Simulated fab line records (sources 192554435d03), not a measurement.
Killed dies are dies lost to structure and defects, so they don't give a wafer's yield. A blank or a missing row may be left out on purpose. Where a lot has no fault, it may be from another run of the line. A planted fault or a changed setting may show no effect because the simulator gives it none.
Which tool was responsible? | flow n5 finfet | Sampling: 9 lots, 26 wafers, 6 of 1938 route steps

## WHAT THE GAUGES READ, wafer by wafer
N5_SD_EPI_P_OVL_MEAS_10.
lot  | measured    | on         | SD_P_BLK_OVL (nm)
L564 | day 3 05:35 | overlay-02 | -0.7 0.3 -0.4
L567 | day 4 00:26 | overlay-02 | 0.3 -0.9 0.0
L569 | day 4 13:36 | overlay-02 | -0.3 -0.4 0.8
L570 | day 4 20:32 | overlay-01 | -0.4 -1.2
L574 | day 5 20:25 | overlay-02 | 0.9 0.9 0.1
L577 | day 6 13:10 | overlay-01 | -0.4 0.0 0.0
L580 | day 7 04:43 | overlay-01 | 0.8 0.2 1.0
L582 | day 7 15:51 | overlay-01 | -0.4 0.3 0.6
L584 | day 8 08:16 | overlay-01 | -1.0 -1.0 -1.3

N5_SD_ACTIVATION_RS_MEAS_03: the measuring method here is four-point-probe.
lot  | measured    | on            | RS_SD_N (ohm/sq)  | RS_SD_P (ohm/sq)
L564 | day 3 10:21 | film metro-02 | 21.97 21.68 21.80 | 56.6 57.0 56.5
L567 | day 4 04:41 | film metro-01 | 21.78 21.45 21.91 | 56.1 55.8 55.8
L569 | day 4 18:05 | film metro-01 | 22.14 22.04 21.98 | 54.6 55.9 56.1
L570 | day 5 02:56 | film metro-01 | 21.86 21.90       | 53.6 53.7
L574 | day 6 00:49 | film metro-01 | 24.77 24.64 24.65 | 54.7 55.0 54.9
L577 | day 6 17:23 | film metro-01 | 24.59 25.05 24.52 | 56.1 55.9 55.9
L580 | day 7 08:56 | film metro-02 | 22.06 22.01 21.89 | 54.5 55.2 55.2
L582 | day 7 20:07 | film metro-01 | 22.03 22.08 22.06 | 56.6 55.8 56.2
L584 | day 8 13:38 | film metro-02 | 22.03 22.01 21.99 | 56.5 56.2 56.0

N5_BEOL_M4_RC_MEAS_101.
lot  | measured     | on        | DIBL_N (mV/V)  | DIBL_P (mV/V)  | IOFF_N (nA/um)    | IOFF_P (nA/um) | ION_N (uA/um) | ION_P (uA/um) | RC_DENSE_N (ohm.um) | RC_N (ohm.um)  | REXT_N (ohm.um) | RS_SD_N (ohm/sq) | SS_N (mV/dec)  | SS_P (mV/dec)  | VT_N (mV)   | VT_P (mV)
L564 | day 8 04:01  | prober-02 | 37.7 35.8 35.6 | 37.6 35.2 36.1 | 0.168 0.146 0.145 | 0.25 0.20 0.22 | 681 669 672   | 470 463 472   | 18.9 19.3 18.8      | 15.3 15.7 15.4 | 74.1 74.6 74.4  | 28.2 28.0 28.1   | 71.9 71.5 71.4 | 73.4 73.2 72.5 | 250 250 251 | -247 -248 -248
L567 | day 8 10:41  | prober-01 | 34.4 37.0 36.8 | 31.2 34.5 34.3 | 0.096 0.137 0.137 | 0.13 0.18 0.18 | 655 672 669   | 449 458 458   | 19.1 18.6 18.8      | 15.4 15.2 15.3 | 75.2 74.8 75.3  | 28.5 27.4 28.2   | 70.5 71.1 71.2 | 72.3 73.2 73.1 | 261 253 251 | -260 -254 -255
L569 | day 9 10:22  | prober-02 | 36.1 36.7 36.1 | 34.1 34.2 35.3 | 0.143 0.153 0.155 | 0.20 0.20 0.22 | 678 659 664   | 465 449 461   | 19.1 18.9 19.0      | 15.6 15.5 15.5 | 72.5 72.2 72.6  | 28.9 28.4 28.1   | 71.3 71.6 70.4 | 73.3 73.1 73.9 | 251 249 248 | -249 -247 -247
L570 | day 10 03:01 | prober-02 | 36.8 37.5      | 38.6 38.5      | 0.155 0.170       | 0.19 0.20      | 678 676       | 459 463       | 18.6 19.2           | 15.1 15.5      | 75.8 74.9       | 28.5 28.2        | 71.0 70.9      | 73.4 73.9      | 252 251     | -252 -254
L574 | day 10 23:31 | prober-01 | 37.7 37.5 37.7 | 35.5 35.0 34.9 | 0.146 0.148 0.146 | 0.21 0.21 0.20 | 663 660 656   | 458 459 450   | 20.9 21.3 21.5      | 17.2 17.2 17.7 | 81.2 80.1 80.6  | 31.4 31.2 31.6   | 71.2 72.0 72.1 | 73.0 72.7 73.3 | 250 254 255 | -247 -249 -250
L577 | day 11 04:14 | prober-02 | 33.8 33.6 34.5 | 33.1 33.3 34.0 | 0.116 0.120 0.124 | 0.17 0.18 0.18 | 653 649 659   | 460 455 454   | 21.1 22.0 21.2      | 17.0 17.9 17.2 | 81.3 81.3 81.0  | 31.6 31.7 31.4   | 71.0 70.4 71.6 | 73.0 72.8 73.1 | 251 252 253 | -252 -252 -252
L580 | day 11 23:43 | prober-01 | 37.7 36.0 36.5 | 38.6 35.8 38.0 | 0.218 0.172 0.196 | 0.29 0.23 0.28 | 700 676 706   | 484 465 489   | 19.1 18.8 19.0      | 15.4 15.4 15.5 | 76.5 75.8 76.6  | 28.5 28.9 28.1   | 72.0 71.6 72.4 | 74.3 72.8 73.7 | 244 245 245 | -243 -248 -243
L582 | day 12 07:54 | prober-02 | 35.5 34.3 34.1 | 37.1 37.2 36.0 | 0.182 0.175 0.154 | 0.24 0.24 0.21 | 682 694 675   | 460 471 460   | 19.0 19.0 19.1      | 15.4 15.2 15.6 | 73.2 73.6 74.3  | 28.7 28.6 28.5   | 71.9 71.1 71.2 | 73.3 72.5 72.7 | 247 245 250 | -247 -250 -248
L584 | day 13 01:29 | prober-01 | 34.0 33.5 34.8 | 34.4 34.2 36.0 | 0.141 0.127 0.159 | 0.21 0.20 0.24 | 664 648 689   | 463 457 473   | 19.6 18.4 19.7      | 15.8 15.1 16.1 | 75.0 74.7 74.8  | 28.5 28.9 28.5   | 72.0 70.8 71.4 | 73.1 72.4 73.4 | 252 253 249 | -247 -247 -246

## EACH LOT AND THE TOOL THAT RAN IT (in order: tool; ch and the chambers of the sampled wafers; start)
lot  | N5_SD_EPI_P_ETCH_16               | N5_SD_ACTIVATION_LSA_01           | N5_ILD0_CMP_12
L564 | rie diel-01 ch 0,1,2, day 3 06:40 | laser anneal-01 ch 0, day 3 10:10 | cmp-03 ch 0,1,2, day 3 16:37
L567 | rie diel-06 ch 0,1,3, day 4 01:07 | laser anneal-02 ch 0, day 4 04:29 | cmp-04 ch 0,3, day 4 10:58
L569 | rie diel-05 ch 1,2,3, day 4 14:16 | laser anneal-02 ch 0, day 4 17:53 | cmp-01 ch 1,3, day 5 00:25
L570 | rie diel-05 ch 0,3, day 4 21:23   | laser anneal-01 ch 0, day 5 02:47 | cmp-03 ch 1,2, day 5 09:20
L574 | rie diel-05 ch 1,3, day 5 21:14   | laser anneal-01 ch 0, day 6 00:38 | cmp-04 ch 0,1, day 6 07:15
L577 | rie diel-05 ch 1,2, day 6 13:50   | laser anneal-01 ch 0, day 6 17:11 | cmp-04 ch 1,2,3, day 7 00:01
L580 | rie diel-05 ch 0,1,3, day 7 05:23 | laser anneal-02 ch 0, day 7 08:44 | cmp-01 ch 1,2,3, day 7 15:12
L582 | rie diel-05 ch 0,1, day 7 16:31   | laser anneal-02 ch 0, day 7 19:56 | cmp-03 ch 1,2,3, day 8 02:29
L584 | rie diel-05 ch 0,2, day 8 09:14   | laser anneal-02 ch 0, day 8 13:28 | cmp-01 ch 1,2, day 8 20:40
- N5_SD_EPI_P_ETCH_16: etches SiO2 in CHF3/O2, target depth 5 nm.
- N5_SD_ACTIVATION_LSA_01: time 0.0008 s.
- N5_ILD0_CMP_12: polishes SiNx, stops on poly-Si, t overpolish 6 s, target thk 17.67 nm.

## AS READ BY THE TOOLS THEMSELVES (means over the sampled wafers that have a number; for cases with no such wafer, the mark the record gives instead)
N5_SD_EPI_P_ETCH_16.
lot  | tool        | O2_flow_sccm (sccm) | drypump motor current A (A) | oes product au (a.u.) | rf vpp V (V) | showerhead plenum p Torr (Torr) | throttle valve pct (%)
L564 | rie diel-01 | 4.995               | 5.76                        | 0.70                  | 524          | 2.44                            | 19.00
L567 | rie diel-06 | 4.982               | 5.47                        | 0.78                  | 520          | 2.46                            | 18.93
L569 | rie diel-05 | 5.005               | 5.45                        | 0.82                  | 531          | 2.42                            | 18.80
L570 | rie diel-05 | 4.995               | 5.79                        | 0.74                  | 524          | 2.46                            | 18.96
L574 | rie diel-05 | 4.992               | 5.46                        | 0.75                  | 526          | 2.40                            | 18.91
L577 | rie diel-05 | 5.004               | 5.47                        | 0.86                  | 535          | 2.44                            | 18.73
L580 | rie diel-05 | 5.004               | 5.60                        | 0.76                  | 528          | 2.44                            | 18.84
L582 | rie diel-05 | 5.004               | 5.78                        | 0.78                  | 532          | 2.49                            | 18.72
L584 | rie diel-05 | 5.012               | 5.72                        | 0.82                  | 532          | 2.47                            | 18.86

N5_SD_ACTIVATION_LSA_01.
lot  | tool            | wafer_temp_C_max
L564 | laser anneal-01 | 1085.6
L567 | laser anneal-02 | 1083.2
L569 | laser anneal-02 | 1084.0
L570 | laser anneal-01 | 1086.4
L574 | laser anneal-01 | 1058.9
L577 | laser anneal-01 | 1059.8
L580 | laser anneal-02 | 1085.2
L582 | laser anneal-02 | 1085.6
L584 | laser anneal-02 | 1085.1

N5_ILD0_CMP_12.
lot  | tool   | motor current A (A) | overpolish run s (s) | time to endpoint s (s)
L564 | cmp-03 | 9.0                 | 6.001                | 27.6
L567 | cmp-04 | 9.2                 | 6.003                | 30.1
L569 | cmp-01 | 8.6                 | 5.997                | 28.1
L570 | cmp-03 | 10.2                | 6.007                | 25.1
L574 | cmp-04 | 9.3                 | 6.000                | 25.3
L577 | cmp-04 | 8.5                 | 5.998                | 27.7
L580 | cmp-01 | 8.5                 | 6.014                | 25.5
L582 | cmp-03 | 9.6                 | 6.013                | 27.2
L584 | cmp-01 | 7.9                 | 5.994                | 27.7

## THE ANSWER, worked out from the rows above alone
Rule: what is usual is taken from the lots themselves. The widest of any qualifying gaps counts: lots, ordered by their means at a reading, are off when they make up no more than a third of the lots, leave a main group of 4 or more, and stand apart from it by 3 or more times the standard deviation of that group's means. If all means in a main group match to the digits the tables above print for the reading, that group is not used. A lot without any number at a reading at which 4 lots or more have one is off too. Any other lot the step has rows for is counted as sound. First the gauges in route order, then the tools' own readings, where a lot's mean is used as printed above. At the first step where some lot is off, the reading lying furthest off is the one used; lots without a number count as furthest.
Off: L574, L577, at N5_SD_ACTIVATION_RS_MEAS_03 (RS_SD_N). Mean 21.93 ohm/sq and standard deviation 0.12 in the main group.
A tool fits if, at a process step before that reading, it ran every lot that is off, and no sound lot after the first of them. The gauges at N5_SD_ACTIVATION_RS_MEAS_03 aren't tried: what is off there is off at N5_BEOL_M4_RC_MEAS_101 too, on other tools, and a gauge's error can't cause that. One fits: N5_SD_ACTIVATION_LSA_01 on laser anneal-01. Its last sound lot is L570 (day 5 02:47), its first lot that is off L574 (day 6 00:38): a fault that began between those two fits.
The tool's own readings at N5_SD_ACTIVATION_LSA_01 bear it out: on the lots that are off they differ by more than 5 times the standard deviation of the sound lots' means. wafer_temp_C_max reads 1059.3 there against 1085.0 on the sound lots.

## WHAT THE SIMULATOR HAD INSERTED
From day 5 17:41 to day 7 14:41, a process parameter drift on laser anneal-01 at N5_SD_ACTIVATION_LSA_01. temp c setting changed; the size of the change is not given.
Shown lots that were struck: L574, L577. Same finding as the rule above.
